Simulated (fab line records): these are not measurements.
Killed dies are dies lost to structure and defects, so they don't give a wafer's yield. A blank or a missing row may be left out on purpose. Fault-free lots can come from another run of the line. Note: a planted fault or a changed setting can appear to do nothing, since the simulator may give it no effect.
Split-lot experiment | flow n5-finfet | 21 wafers read across 7 lots, on a route 1938 steps long

## ON THE SPLIT
At N5_FIN_SAQP_ETCH_65 (etches SiO2 in CF4, target depth 4 nm, time 4.4 s), the setting time-s was moved away from the recipe's 4.4 s on 7 of the 21 wafers read, by -10.5% to +8.5%. The other wafers ran this setting at the recipe's value.

The split's own step is where the reading is taken.

## THE READING
etch.depth-nm (the simulator's own value, which no gauge read), in nm, at N5_FIN_SAQP_ETCH_65 (etches SiO2 in CF4, target depth 4 nm, time 4.4 s). There is no usual value for it anywhere in the file. Across the 14 wafers here that went through the recipe, the average is 3.974 nm and the standard deviation 0.052 nm.

wafer  | tool, chamber at the split | time-s as run, s | against the recipe | etch.depth-nm, nm | against lot-mates on the recipe
L076.2 | rie-si-05, 3               | 4.4              | recipe             | 3.943             | -
L076.4 | rie-si-05, 0               | 4.725            | +7.4%              | 4.202             | +0.276
L076.5 | rie-si-05, 2               | 4.4              | recipe             | 3.91              | -
L083.3 | rie-si-06, 0               | 3.939            | -10.5%             | 3.538             | -0.414
L083.4 | rie-si-06, 2               | 4.4              | recipe             | 3.952             | -
L083.5 | rie-si-06, 3               | 3.939            | -10.5%             | 3.56              | -0.392
L085.3 | rie-si-05, 1               | 4.4              | recipe             | 4.024             | -
L085.4 | rie-si-05, 3               | 4.4              | recipe             | 3.935             | -
L085.5 | rie-si-05, 1               | 4.697            | +6.7%              | 4.208             | +0.229
L086.1 | rie-si-01, 1               | 4.4              | recipe             | 4.087             | -
L086.3 | rie-si-01, 0               | 4.4              | recipe             | 3.99              | -
L086.5 | rie-si-01, 3               | 4.772            | +8.5%              | 4.384             | +0.346
L088.2 | rie-si-05, 3               | 4.4              | recipe             | 3.947             | -
L088.3 | rie-si-05, 1               | 4.149            | -5.7%              | 3.733             | -0.214
L088.6 | rie-si-05, 3               | 4.149            | -5.7%              | 3.74              | -0.207
L089.1 | rie-si-05, 3               | 4.4              | recipe             | 3.925             | -
L089.3 | rie-si-05, 1               | 4.4              | recipe             | 3.979             | -
L089.4 | rie-si-05, 2               | 4.4              | recipe             | 3.913             | -
L095.2 | rie-si-01, 3               | 4.4              | recipe             | 4.059             | -
L095.3 | rie-si-01, 2               | 4.4              | recipe             | 3.968             | -
L095.5 | rie-si-01, 0               | 4.4              | recipe             | 4.011             | -

THE FIT
A straight line over all 21 wafers: etch.depth-nm changes by +0.0402 nm for each +1% of time-s; r = +0.97; the points scatter about the line by 0.051 nm.
The same after taking each lot's own level away (the mean of its wafers on the recipe; 21 wafers): +0.038 nm for each +1%; r = +0.99; scatter 0.03 nm.
Per that fit: largest time-s move, reading shift of 0.4 nm.
The lots' own levels span 3.9265 to 4.0385 nm, that is 2.1 times the standard deviation above.
The two slopes agree, so the slope changes little with the lot-to-lot level.
Check: for one of the wafers moved furthest among these (-10.5%), held out of the fit, the line's prediction against its lot-mates is -0.393 nm. Against them it came out at -0.414 nm.

## OTHER SPLITS APPLIED TO THESE WAFERS
Note: prior to the reading, these wafers also went through further splits. Each is held against what the fit with the lots' levels taken away leaves over:
other split on the same wafers            | wafers away from the commonest value | r with etch.depth-nm (lot level and that fit taken away)
N5_ZERO_LAYER_COAT_05 spin-rpm            | 5                                    | -0.08
N5_ZERO_LAYER_EXPOSE_08 dose-mj           | 5                                    | -0.24
N5_PMOS_HMC_CHANNEL_EPI_EXPOSE_06 dose-mj | 5                                    | -0.13
N5_PMOS_HMC_CHANNEL_EPI_PEB_07 peb-time-s | 7                                    | -0.28
N5_FIN_SAQP_SPACER1_ALD_24 ald-cycles     | 8                                    | +0.05

## THE FILE'S OWN FIT
etch.depth-nm changes by +0.0379 nm for each +1% of time-s, r = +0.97.
